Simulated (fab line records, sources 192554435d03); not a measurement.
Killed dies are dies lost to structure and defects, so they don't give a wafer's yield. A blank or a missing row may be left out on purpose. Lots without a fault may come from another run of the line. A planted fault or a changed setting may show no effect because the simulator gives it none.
fab line records | flow n5_finfet
record lots=6 wafers=18 last_day=18
route steps=1938 shown MIM_BOT_ETCH@1867 PASS1_CAP@1873 TV_LITHO@1875
lots that met no fault: from a run of the same line without faults
start_h: hours from the record's first day to the start of the lot's first wafer shown | wait_h: hours since the lot's step before | " the same as in the row above | L1.1+2: a row that stands for several wafers | - no value, or no start given | * or withheld: withheld | < > ~ a bound
route shown NAME@n: a module of which the file shows steps, and the number in the route of the first | usual: mean/standard deviation of fault-free wafers | same: alike in all rows | chamber/n: place in a boat | sites: the reading at each site | _std_site: their standard deviation | _edge_site: outer sites' mean less inner sites' | radius_mm: how far each site lies from the wafer's centre | mask NAME#n: copy n | behind: the tool/chamber that last shaped the wafer | hold: why the lot was held/for how many hours/how that ended | device: the transistor (n, p or np) that didn't switch | end of line: the same wafers' tests at the end of the route | a step without rows: its recipe alone | killed: dies lost to structure and defects at the first sort, not the wafer's yield | map: a wafer's dies, x killed, . not, _ none there
set.NAME: the setting as run; set.NAME@STEP: as run at that earlier step | model.NAME: the simulator's own value behind a step, which no gauge read
lots at some steps of the route; a table a step, a row a wafer
services: from which hour (start_h, from the record's first day; less than 0 if before it) a tool's chamber was out of use, for how many hours, and why
## steps
# step N5_MIM_BOT_ETCH_ETCH_03
# recipe chemistry=Cl2/BCl3 target_depth_a=120 pressure_mtorr=8 icp_w=800 bias_w=100 Cl2_flow_sccm=20 bcl3_flow_sccm=80
# usual drypump_motor_current_A=5.6/0.4 mfc_cl2_sccm=19.99/0.057 oes_product_au=0.77/0.1 rf_fwd_power_W=794.0/2.9 throttle_valve_pct=27.68/0.29
# columns lot.wafer tool chamber start_h wait_h drypump_motor_current_A mfc_cl2_sccm oes_product_au rf_fwd_power_W rf_hours_counter_h throttle_valve_pct
L650.3 rie_metal-01 0 326.10 0.1 6.0 19.93 0.68 788.1 - 27.48
L650.4 " 1 " " 5.5 20.07 0.62 794.7 - 28.15
L650.5 " 1 " " 5.5 20.03 0.61 795.4 - 28.14
L652.3 rie_metal-03 1 337.19 0.1 5.3 20.06 0.83 794.7 - 27.40
L652.4 " 0 " " 6.2 19.97 0.78 796.5 - 27.56
L652.5 " 1 " " 5.3 20.01 0.82 796.4 - 27.39
L655.3 rie_metal-01 1 364.98 0.1 5.5 20.03 0.96 792.3 - 27.91
L655.4 " 0 " " 5.9 20.02 0.67 791.5 - 27.50
L655.5 " 0 " " 6.0 20.01 0.67 788.0 - 27.49
L660.2 rie_metal-02 1 385.57 0.1 5.1 19.89 0.71 792.2 61 28.05
L660.3 " 1 " " 5.1 19.92 0.71 793.9 - 28.05
L660.6 " 0 " " 5.4 19.96 0.98 793.5 - 27.31
L663.1 rie_metal-01 1 405.87 0.1 5.5 20.02 0.90 795.5 7 27.92
L663.2 " 1 " " 5.5 19.95 0.90 797.6 - 27.91
L663.4 " 1 " " 5.5 19.97 0.90 792.4 - 27.91
L662.2 rie_metal-01 1 411.06 0.1 5.5 19.92 0.90 794.2 - 27.93
L662.4 " 1 " " 5.5 19.91 0.89 792.7 - 27.92
L662.6 " 1 " " 5.5 19.98 0.91 791.5 - 27.93
# step N5_MIM_BOT_ETCH_ETCH_00
# recipe chemistry=Cl2/BCl3 target=TiN target_depth_a=455 ion_energy_ev=150 pressure_mtorr=10 icp_w=1000 bias_w=126 Cl2_flow_sccm=53.25 bcl3_flow_sccm=21.75 Ar_flow_sccm=25
# usual drypump_motor_current_A=5.6/0.41 mfc_cl2_sccm=53.21/0.17 oes_ar_750_au=0.77/0.097 oes_product_au=0.78/0.1 rf_fwd_power_W=994/3.4 throttle_valve_pct=22.07/0.25
# columns lot.wafer tool chamber start_h wait_h drypump_motor_current_A mfc_cl2_sccm oes_ar_750_au oes_product_au rf_fwd_power_W rf_hours_counter_h throttle_valve_pct
L650.3 rie_metal-01 0 326.20 0.1 6.0 53.23 0.68 0.68 993 - 21.96
L650.4 " 1 " " 5.5 53.12 0.61 0.61 995 - 22.54
L650.5 " 1 " " 5.5 53.31 0.61 0.61 995 - 22.53
L652.3 rie_metal-03 1 337.29 0.1 5.3 52.97 0.83 0.82 999 - 21.87
L652.4 " 0 " " 6.3 53.62 0.76 0.77 995 - 21.96
L652.5 " 1 " " 5.3 53.15 0.83 0.82 998 - 21.88
L655.3 rie_metal-01 1 365.08 0.1 5.5 52.99 0.95 0.97 994 - 22.22
L655.4 " 0 " " 5.9 53.20 0.67 0.68 997 - 21.97
L655.5 " 0 " " 5.9 53.08 0.67 0.67 998 - 21.97
L660.2 rie_metal-02 1 385.66 0.1 5.1 53.11 0.70 0.72 997 61 22.42
L660.3 " 1 " " 5.1 53.16 0.71 0.72 994 - 22.40
L660.6 " 0 " " 5.4 53.45 0.98 0.99 994 - 21.63
L663.1 rie_metal-01 1 406.05 0.1 5.5 53.43 0.88 0.91 995 7 22.24
L663.2 " 1 " " 5.5 53.51 0.89 0.90 992 - 22.26
L663.4 " 1 " " 5.5 53.23 0.88 0.90 990 - 22.24
L662.2 rie_metal-01 1 411.25 0.2 5.5 53.21 0.88 0.90 988 - 22.23
L662.4 " 1 " " 5.5 53.40 0.88 0.90 991 - 22.23
L662.6 " 1 " " 5.5 53.28 0.87 0.90 993 - 22.23
# step N5_MIM_BOT_ETCH_STRIP_01
# recipe chemistry=O2 power_w=600 temp_c=60 pressure_mtorr=30 rf_frequency_hz=6e+07 bias_power_w=0 overash_fraction=0.5 o2_flow_sccm=225
# usual drypump_motor_current_A=5.9/0.38 oes_product_au=0.80/0.079 rf_vpp_V=3.6/1.4 showerhead_plenum_p_Torr=2.12/0.098 temp_c=59.99/0.13 throttle_valve_pct=16.59/0.17
# columns lot.wafer tool chamber start_h wait_h drypump_motor_current_A oes_product_au rf_hours_counter_h rf_vpp_V showerhead_plenum_p_Torr temp_c throttle_valve_pct
L650.3 rie_diel-04 0 326.33 0.1 6.4 0.82 99 3.7 2.22 59.94 16.54
L650.4 " 0 " " 6.4 0.81 - 3.1 2.22 59.98 16.57
L650.5 " 2 " " 6.1 0.79 - 1.5 2.01 60.00 16.85
L652.3 rie_diel-04 0 337.39 0.1 6.4 0.82 105 3.4 2.21 60.18 16.57
L652.4 " 1 " " 6.1 0.96 18 1.8 2.22 59.89 16.23
L652.5 " 3 " " 6.0 0.98 - 2.7 2.06 60.11 16.28
L655.3 rie_diel-02 0 365.32 0.2 5.3 0.78 105 4.1 2.20 60.27 16.47
L655.4 " 0 " " 5.3 0.77 - 2.3 2.20 60.24 16.50
L655.5 " 2 " " 6.4 0.87 - 4.0 2.04 60.03 16.49
L660.2 rie_diel-04 1 385.80 0.1 6.1 0.91 34 1.6 2.22 59.94 16.29
L660.3 " 0 " " 6.4 0.78 120 4.6 2.21 60.04 16.58
L660.6 " 1 " " 6.1 0.93 - 5.0 2.22 60.11 16.22
L663.1 rie_diel-04 1 406.31 0.2 6.1 0.91 43 2.5 2.22 59.88 16.25
L663.2 " 2 " " 6.1 0.78 140 4.8 2.00 59.99 16.86
L663.4 " 1 " " 6.1 0.90 - 3.4 2.22 59.96 16.26
L662.2 rie_diel-05 2 411.47 0.2 5.8 0.78 94 3.2 2.21 59.85 16.64
L662.4 " 3 " " 6.3 0.83 54 5.0 2.13 59.96 16.56
L662.6 " 3 " " 6.3 0.85 - 1.4 2.13 60.11 16.56
# step N5_MIM_BOT_ETCH_STRIP_02
# recipe chemistry=post_etch_residue_remover time_s=1200 temp_c=72.5
# step N5_MIM_BOT_ETCH_CLEAN_05
# recipe chemistry=IPA time_s=180 temp_c=25
# step N5_MIM_BOT_ETCH_SRD_06
# recipe dry=ipa_marangoni time_s=30 temp_c=23 rinse_liquid=diw
# step N5_PASSIVATION_PECVD_55
# recipe material=SiO2 target_thk_a=4000 temp_c=400 precursor=SiH4/N2O pressure_torr=2.7 rf_w=608 time_s=22.5
# usual heater_power_w=632/78 rf_fwd_power_W=600.8/3 showerhead_plenum_p_Torr=8.19/0.099 throttle_valve_pct=52/4.2
# columns lot.wafer tool chamber start_h wait_h heater_power_w rf_fwd_power_W showerhead_plenum_p_Torr since_wet_clean_h throttle_valve_pct
L650.3 pecvd-03 0 326.83 0.0 633 603.3 8.20 1031 49
L650.4 " 0 " " 660 603.4 8.20 - 49
L650.5 " 1 " " 568 595.8 8.22 - 59
L652.3 pecvd-02 2 337.91 0.0 795 598.4 8.29 - 47
L652.4 " 0 " " 556 601.3 8.06 - 52
L652.5 " 0 " " 571 603.2 8.06 - 52
L655.3 pecvd-04 1 365.82 0.0 668 599.1 8.41 1976 54
L655.4 " 0 " " 700 600.2 8.15 - 50
L655.5 " 1 " " 668 599.2 8.41 - 54
L660.2 pecvd-02 1 386.34 0.0 692 602.6 8.14 1634 58
L660.3 " 0 " " 580 600.7 8.04 909 52
L660.6 " 1 " " 685 600.6 8.12 - 58
L663.1 pecvd-03 0 406.86 0.0 616 603.4 8.22 1111 49
L663.2 " 1 " " 610 594.1 8.25 1836 60
L663.4 " 2 " " 699 603.2 8.11 - 49
L662.2 pecvd-03 1 412.01 0.0 609 593.3 8.25 1841 60
L662.4 " 0 " " 660 607.5 8.19 - 49
L662.6 " 1 " " 611 597.8 8.26 - 60
# step N5_PASSIVATION_PECVD_01
# recipe material=SiNx target_thk_a=2000 temp_c=400 precursor=SiH4/NH3/N2 pressure_torr=4.9 rf_w=1406 time_s=43.2
# usual heater_power_w=359/79 rf_fwd_power_W=1395/5.1 showerhead_plenum_p_Torr=8.70/0.07 throttle_valve_pct=29.5/2.4
# columns lot.wafer tool chamber start_h wait_h heater_power_w rf_fwd_power_W showerhead_plenum_p_Torr since_wet_clean_h throttle_valve_pct
L650.3 pecvd-03 0 326.87 0.0 323 1397 8.71 1031 27.7
L650.4 " 0 " " 326 1400 8.69 - 28.0
L650.5 " 1 " " 334 1386 8.71 - 33.6
L652.3 pecvd-02 2 337.97 0.0 478 1382 8.78 - 26.6
L652.4 " 0 " " 251 1393 8.59 - 28.9
L652.5 " 0 " " 269 1394 8.61 - 29.4
L655.3 pecvd-04 1 365.86 0.0 385 1400 8.85 1976 30.4
L655.4 " 0 " " 396 1398 8.66 - 28.2
L655.5 " 1 " " 401 1399 8.84 - 30.4
L660.2 pecvd-02 1 386.38 0.0 365 1394 8.66 1634 33.1
L660.3 " 0 " " 277 1398 8.60 909 29.7
L660.6 " 1 " " 373 1386 8.66 - 33.0
L663.1 pecvd-03 0 406.90 0.0 374 1402 8.71 1111 27.7
L663.2 " 1 " " 319 1388 8.74 1836 34.0
L663.4 " 2 " " 374 1405 8.64 - 27.5
L662.2 pecvd-03 1 412.04 0.0 317 1390 8.75 1841 33.8
L662.4 " 0 " " 357 1408 8.70 - 27.4
L662.6 " 1 " " 327 1393 8.71 - 33.5
# step N5_PASSIVATION_HMDS_03
# recipe time_s=60 temp_c=120
# step N5_PASSIVATION_COAT_04
# recipe spin_rpm=* resist_thk_nm=*
# step N5_PASSIVATION_EBR_06
# recipe solvent=PGMEA ebr_width_mm=1.5
# step N5_PASSIVATION_SOFTBAKE_05
# recipe temp_c=100 time_s=90
# step N5_PASSIVATION_EXPOSE_07
# recipe mask_id=TV na=0.55 source_shape=conventional sigma_outer=0.8 polarization=unpolarized defocus_nm=0 target_cd_nm=3000 dose_mj=22.75
# usual exposure_dose_mJ_cm2=22.749/0.021
# columns lot.wafer tool chamber start_h wait_h mask exposure_dose_mJ_cm2 model.TV_LITHO.overlay_x_nm
L650.3 krf_scanner-01 0 328.43 - TV#0 22.751 -1.4
L650.4 " 0 " " TV#0 22.713 -1.4
L650.5 " 0 " " TV#0 22.755 -1.4
L652.3 krf_scanner-02 0 338.30 - TV#0 22.770 -1.8
L652.4 " 0 " " TV#0 22.743 -1.8
L652.5 " 0 " " TV#0 22.755 -1.8
L655.3 krf_scanner-01 0 367.54 - TV#0 22.749 2.8
L655.4 " 0 " " TV#0 22.749 2.8
L655.5 " 0 " " TV#0 22.797 2.8
L660.2 krf_scanner-01 0 388.44 - TV#0 22.767 420.6
L660.3 " 0 " " TV#0 22.768 420.6
L660.6 " 0 " " TV#0 22.742 420.6
L663.1 krf_scanner-01 0 407.20 - TV#0 22.771 417.8
L663.2 " 0 " " TV#0 22.758 417.8
L663.4 " 0 " " TV#0 22.713 417.8
L662.2 krf_scanner-02 0 414.33 - TV#0 22.756 3
L662.4 " 0 " " TV#0 22.735 3
L662.6 " 0 " " TV#0 22.755 3
# step N5_PASSIVATION_PEB_08
# recipe peb_temp_c=withheld peb_time_s=*
# step N5_PASSIVATION_DEVELOP_09
# recipe develop_time_s=60 rinse_liquid=diw dry=air_spin dev_temp_c=21
# step N5_PASSIVATION_HARDBAKE_11
# recipe temp_c=130 time_s=120
# step N5_PASSIVATION_CD_MEAS_10
# recipe target_cd_nm=3000 landing_energy_ev=500 detector=se_inlens
# usual cd_nm=2999.6/1.7
# columns lot.wafer tool chamber start_h wait_h cd_nm
L650.3 cd_sem-03 0 328.59 - 2997.4
L650.4 " 0 " " 3001.8
L650.5 " 0 " " 3001.2
L652.3 cd_sem-03 0 338.46 - 3003.8
L652.4 " 0 " " 3000.9
L652.5 " 0 " " 3000.8
L655.3 cd_sem-03 0 367.71 - 3002.7
L655.4 " 0 " " 3001.5
L655.5 " 0 " " 3001.3
L660.2 cd_sem-02 0 388.61 - 3000.0
L660.3 " 0 " " 2999.8
L660.6 " 0 " " 2997.9
L663.1 cd_sem-03 0 407.38 - 2998.2
L663.2 " 0 " " 2996.4
L663.4 " 0 " " 2999.3
L662.2 cd_sem-03 0 414.50 - 3000.0
L662.4 " 0 " " 2998.4
L662.6 " 0 " " 2997.8
# step N5_PASSIVATION_OVL_MEAS_60
# recipe points_per_wafer=44
# usual TV_OVL=-1/4.8
# columns lot.wafer tool chamber start_h wait_h TV_OVL[nm]
L650.3 overlay-01 0 328.62 0.0 -2
L650.4 " 0 " " -1
L650.5 " 0 " " -7
L652.3 overlay-02 0 338.49 0.0 -7
L652.4 " 0 " " -5
L652.5 " 0 " " -5
L655.3 overlay-02 0 367.74 0.0 0
L655.4 " 0 " " -10
L655.5 " 0 " " -3
L660.2 overlay-02 0 388.64 0.0 416
L660.3 " 0 " " 411
L660.6 " 0 " " 418
L663.1 overlay-01 0 407.41 0.0 415
L663.2 " 0 " " 420
L663.4 " 0 " " 418
L662.2 overlay-02 0 414.53 0.0 -5
L662.4 " 0 " " 2
L662.6 " 0 " " 4
# step N5_PASSIVATION_INSPECT_61
# recipe mode=adi inspect_instrument=macro
# usual raw_defect_count=2.1/1.5
# columns lot.wafer tool chamber start_h wait_h raw_defect_count
L650.3 defect_inspect-02 - 328.65 0.0 2
L650.4 " - " " 3
L650.5 " - " " 1
L652.3 defect_inspect-02 - 338.52 0.0 1
L652.4 " - " " 1
L652.5 " - " " 3
L655.3 defect_inspect-02 - 367.76 0.0 1
L655.4 " - " " 1
L655.5 " - " " 2
L660.2 defect_inspect-01 - 388.66 0.0 2
L660.3 " - " " 2
L660.6 " - " " 2
L663.1 defect_inspect-01 - 407.43 0.0 1
L663.2 " - " " 4
L663.4 " - " " 7
L662.2 defect_inspect-02 - 414.56 0.0 1
L662.4 " - " " 2
L662.6 " - " " 1
## services
# columns tool chamber start_h hours kind
krf_scanner-01 - 308.13 3.0 pm
rie_diel-02 3 321.37 8.5 repair
rie_metal-01 1 330.56 9.9 repair
rie_metal-02 0 332.36 2.5 repair
pecvd-02 1 333.33 8.4 repair
rie_diel-05 3 337.33 15.2 repair
krf_scanner-01 - 344.30 0.8 pm
pecvd-04 0 344.39 3.6 repair
krf_scanner-02 - 348.03 1.1 repair
rie_diel-02 1 356.92 13.5 repair
krf_scanner-02 - 376.39 1.5 repair
rie_metal-03 - 379.17 0.5 repair
rie_metal-01 0 384.05 - clean
rie_metal-01 0 384.05 29.3 scheduled_down
rie_metal-01 0 384.05 29.3 vent_cycle
krf_scanner-02 - 385.49 2.4 repair
krf_scanner-02 - 387.93 1.0 pm
krf_scanner-01 - 388.93 1.0 pm
krf_scanner-02 - 391.60 0.5 repair
krf_scanner-01 - 393.51 0.6 repair
krf_scanner-02 - 399.93 0.8 pm
rie_diel-04 0 404.31 19.7 repair
krf_scanner-02 - 407.15 1.3 pm
krf_scanner-01 - 412.77 4.0 pm
## key
first_sign step=N5_PASSIVATION_OVL_MEAS_60 reading=TV_OVL direction=up sigmas=87 usual=-1 struck=417
effect none on later readings
model_effect step=N5_PASSIVATION_EXPOSE_07 value=TV_LITHO.overlay_x_nm without=0.1 struck=419.2
met_at N5_PASSIVATION_EXPOSE_07
struck_wafers L660.2,L660.3,L660.6,L663.1,L663.2,L663.4
onset_between 367.54 388.44
also_fits N5_MIM_BOT_ETCH_STRIP_01:rie_diel-04
fault kind=scanner_matching_overlay tool=krf_scanner-01 chamber=- onset_h=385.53 steps=N5_PASSIVATION_EXPOSE_07 offset=419.09
